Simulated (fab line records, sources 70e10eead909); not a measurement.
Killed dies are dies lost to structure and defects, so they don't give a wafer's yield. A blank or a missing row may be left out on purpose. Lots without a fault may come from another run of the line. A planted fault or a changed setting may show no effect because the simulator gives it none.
A struck lot beside a sound one | flow nand_harc | 15 steps out of a route of 1302
Sound: wafers L231.1, L231.3, L231.5. Struck: wafer L239.1. (L239.3, L239.6 of the same lot were not struck and are left out.) The cause comes at the end.
At each step with rows: each side's tool, then ch and its chambers, then its first start. Under that, the readings that differ: sound wafers | struck wafers | difference of the means | sigmas: that difference in standard deviations of wafers without a fault.
alike: readings whose means differ by less than 2 such deviations, and words and numbers that are the same on both sides. not compared: withheld readings, readings that some wafer has no value for, bounds like >300 that may hide the same value, and numbers for which the record gives no deviation and whose values overlap.
The two part at a step that has a row with sigmas, a row that says differs or no value, or rows on one side only. Numbers that don't overlap but have no deviation are shown without sigmas and don't part them. A reading that every wafer of one side lacks parts them only if that side has two wafers or more.

first, 4 steps without rows for these wafers: NHARC_P_CONTACT_EBR_08; NHARC_P_CONTACT_EXPOSE_09 (exposes mask P CA, target cd 90 nm); NHARC_P_CONTACT_PEB_10 (peb time 65 s); NHARC_P_CONTACT_DEVELOP_11 (develop time 35 s).
NHARC_P_CONTACT_CD_MEAS_12: target cd 90 nm.
  sound on cd_sem-03 ch 0, day 6 13:46; struck on cd_sem-02 ch 0, day 9 13:50
  alike: cd_nm
NHARC_P_CONTACT_OVL_MEAS_13:
  sound on overlay-02, day 6 13:52; struck on overlay-01, day 9 13:56
  alike: overlay_x_nm, overlay_y_nm
NHARC_P_CONTACT_INSPECT_14:
  sound on defect_inspect-01, day 6 13:54; struck on defect_inspect-02, day 9 13:58
  alike: raw_defect_count
NHARC_P_CONTACT_DESCUM_17: chemistry O2, time 3 s.
  sound on rie_diel-08 ch 2,3, day 6 13:58; struck on rie_diel-08 ch 1, day 9 14:02
  alike: drypump_motor_current_A, mfc_ar_sccm, oes_product_au, rf_vpp_V, showerhead_plenum_p_Torr, throttle_valve_pct
  not compared: rf_hours_counter_h
NHARC_P_CONTACT_ETCH_35: etches the open film in CF4, target depth 39 nm, time 65 s.
  sound on rie_diel-08 ch 1,3, day 6 14:02; struck on rie_diel-08 ch 1, day 9 14:07
  reading               | sound             | struck | difference | sigmas
  oes_product_au (a.u.) | 1.014 1.019 1.017 | 0.988  | -0.029     | -3
  rf_fwd_power_W (W)    | 298.9 297.0 299.8 | 295.4  | -3.2       | -2
  alike: drypump_motor_current_A, mfc_ar_sccm, rf_vpp_V, showerhead_plenum_p_Torr, throttle_valve_pct
  not compared: rf_hours_counter_h
NHARC_P_CONTACT_ETCH_36: etches the open film in N2/H2, target depth 260 nm, time 406.25 s.
  sound on rie_diel-08 ch 0,3; struck on rie_diel-08 ch 0
  alike: drypump_motor_current_A, mfc_ar_sccm, oes_product_au, rf_fwd_power_W, rf_vpp_V, showerhead_plenum_p_Torr, throttle_valve_pct
  not compared: rf_hours_counter_h
NHARC_P_CONTACT_ETCH_18: etches the open film in C4F8/O2/Ar, target depth 481 nm, time 240.5 s.
  sound on rie_diel-08 ch 0,1; struck on rie_diel-08 ch 2
  alike: oes_product_au, rf_fwd_power_W, rf_vpp_V
  not compared: rf_hours_counter_h
then, 1 step without rows for these wafers: NHARC_P_CONTACT_STRIP_37 (strips in C4F8/O2/Ar).
NHARC_P_CONTACT_ETCH_31: etches the open film in CH3F/O2, target depth 30 nm, time 85.7 s.
  sound on rie_diel-08 ch 1,2, day 6 14:43; struck on rie_diel-08 ch 0, day 9 14:47
  reading               | sound             | struck | difference | sigmas
  ch3f_flow_sccm (sccm) | 49.84 49.94 50.29 | 49.74  | -0.28      | -2
  oes_product_au (a.u.) | 1.006 0.989 1.003 | 0.661  | -0.338     | -23
  alike: drypump_motor_current_A, mfc_ar_sccm, rf_fwd_power_W, rf_vpp_V, showerhead_plenum_p_Torr, throttle_valve_pct
  not compared: rf_hours_counter_h
NHARC_P_CONTACT_CD_MEAS_19:
  sound on cd_sem-03, day 6 14:50; struck on cd_sem-01, day 9 14:54
  alike: cd_nm
-- the record jumps here: 19 days lie between the struck wafers' starts before and after (it left off in module P_CONTACT and takes up again in module END, whose first step shown is number 1302 of the route) --
NHARC_END_SORT_01:
  the record has rows for the struck wafers here (prober-02 ch 0, day 28 05:50) and none for the sound ones

WHERE THEY PART
First at NHARC_P_CONTACT_ETCH_35; last, within this record, at NHARC_END_SORT_01.

WHY: what the simulator had put in
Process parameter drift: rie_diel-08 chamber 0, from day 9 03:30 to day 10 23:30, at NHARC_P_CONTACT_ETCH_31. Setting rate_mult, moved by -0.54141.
